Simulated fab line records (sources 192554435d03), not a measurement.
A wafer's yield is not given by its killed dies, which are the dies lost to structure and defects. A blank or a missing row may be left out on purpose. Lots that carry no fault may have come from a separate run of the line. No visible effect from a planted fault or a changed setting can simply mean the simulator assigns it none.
Struck lot and sound lot, side by side + flow n5 finfet + 26 steps out of a route of 1938
Sound: these wafers, L532.1, L532.3, L532.4. Struck: wafers L545.1, L545.3, L545.4. The cause is named last.
At each step with rows: each side's tool, then ch and its chambers, then its first start. Under that, the readings that differ: sound wafers + struck wafers + difference of the means + sigmas: that difference in standard deviations of wafers without a fault.
alike: readings whose means differ by less than 2 such deviations, and words and numbers that are the same on both sides. not compared: withheld readings, readings that some wafer has no value for, bounds like >300 that may hide the same value, and numbers for which the record gives no deviation and whose values overlap.
Wherever a step has rows on one side only, a row that says differs or no value, or a row with sigmas, the two part there. When numbers do not overlap yet have no deviation, they are printed without sigmas and do not part them. Lack of a reading on every wafer of one side parts them only where that side has two or more wafers.

first, 10 steps without rows for these wafers: N5_BEOL_M3_DESCUM_16 (chemistry O2, time 7 s); N5_BEOL_M3_ETCH_74 (etches underlayer in N2/H2, target depth 6.5 nm, time 5.2 s); N5_BEOL_M3_ETCH_63 (etches SiARC in CF4, target depth 15.6 nm, time 26 s); N5_BEOL_M3_ETCH_64 (etches SOC in N2/H2, target depth 75 nm, overetch 15 nm, time 112.5 s); N5_BEOL_M3_STRIP_65 (strips in N2/H2); N5_BEOL_M3_STRIP_75 (strips in N2/H2); N5_BEOL_M3_STRIP_66 (strips in CF4); N5_BEOL_M3_HM_OPEN_17 (chemistry Cl2/BCl3, target TiN, target depth 20 nm, overetch 6 nm); N5_BEOL_M3_STRIP_19 (strips in O2); N5_BEOL_M3_COAT_67 (time 60 s, resist thk 60 nm).
N5_BEOL_M3_COAT_68: time 60 s, resist thk 12 nm.
  sound on litho track-05 ch 0, day 7 19:15; struck on litho track-05 ch 0, day 10 22:23
| reading                                    | sound                | struck               | difference | sigmas |
|--------------------------------------------|----------------------|----------------------|------------|--------|
| spin speed rpm (rpm)                       | 1499.6 1500.4 1499.3 | 1425.1 1425.2 1423.9 | -75.0      | -68    |
| model.SiARC_of_BEOL_M3_COAT_68.thk nm (nm) | 12 12 12             | 12.2 12.4 12.4       | +0.3       |        |
  alike: chill plate temp C
then, 9 steps without rows for these wafers: N5_BEOL_M3_COAT_76 (time 60 s, resist thk 5 nm); N5_BEOL_M3_COAT_22 (resist thk 30 nm); N5_BEOL_M3_EBR_24; N5_BEOL_M3_SOFTBAKE_23 (time 60 s); N5_BEOL_M3_EXPOSE_25 (exposes mask V2, defocus 5 nm); N5_BEOL_M3_PEB_26 (peb time 60 s); N5_BEOL_M3_DEVELOP_27 (develop time 30 s); N5_BEOL_M3_DESCUM_33 (chemistry O2, time 7 s); N5_BEOL_M3_ETCH_77 (etches underlayer in N2/H2, target depth 6.5 nm, time 5.2 s).
N5_BEOL_M3_ETCH_69: etches SiARC in CF4, target depth 15.6 nm, time 26 s.
  sound on rie diel-03 ch 1,2,3, day 7 19:50; struck on rie diel-04 ch 0,1,3, day 10 22:50
| reading                  | sound             | struck            | difference | sigmas |
|--------------------------|-------------------|-------------------|------------|--------|
| model.etch.depth nm (nm) | 11.97 11.97 11.99 | 12.29 12.31 12.33 | +0.33      |        |
  alike: drypump motor current A, etch rf on time s, oes product au, rf fwd power W, rf vpp V, showerhead plenum p Torr, throttle valve pct
  not compared: rf hours counter h
then, 2 steps without rows for these wafers: N5_BEOL_M3_ALD_98 (deposits SiO2, target thk 2.5 nm, pulse time 1 s, co reactant pulse time 1 s); N5_BEOL_M3_ETCHBACK_99 (etches SiO2 in CHF3, target depth 5 nm, time 10.4 s).
N5_BEOL_M3_ETCH_70: etches SOC in N2/H2, target depth 80 nm, overetch 16 nm, time 120 s.
  sound on rie diel-03 ch 0,1,2, day 7 20:38; struck on rie diel-01 ch 0,1,2, day 11 05:10
  alike: drypump motor current A, oes product au, rf fwd power W, rf vpp V, showerhead plenum p Torr, temp c, throttle valve pct
  not compared: rf hours counter h, model.SiARC_of_BEOL_M3_COAT_68.thk nm
then, 1 step without rows for these wafers: N5_BEOL_M3_STRIP_71 (strips in N2/H2).
N5_BEOL_M4_RC_MEAS_101:
  sound on prober-02 ch 0, day 8 14:29; struck on prober-02 ch 0, day 11 17:36
| reading       | sound          | struck         | difference | sigmas |
|---------------|----------------|----------------|------------|--------|
| DIBL_N (mV/V) | 33.2 34.1 33.8 | 37.4 37.6 36.7 | +3.5       | +2     |
| SS_P (mV/dec) | 71.6 72.2 72.1 | 73.3 73.9 73.0 | +1.4       | +2     |
| VT_P (mV)     | -258 -258 -260 | -252 -250 -251 | +8         | +2     |
  alike: DIBL_P, IOFF_N, IOFF_P, ION_N, ION_P, SS_N, VT_N

## WHERE THEY PART
At N5_BEOL_M3_COAT_68 first; at N5_BEOL_M4_RC_MEAS_101 last (within this record only).

WHY: what the simulator had put in
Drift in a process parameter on litho track-05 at N5_BEOL_M3_COAT_68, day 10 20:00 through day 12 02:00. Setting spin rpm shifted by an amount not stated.
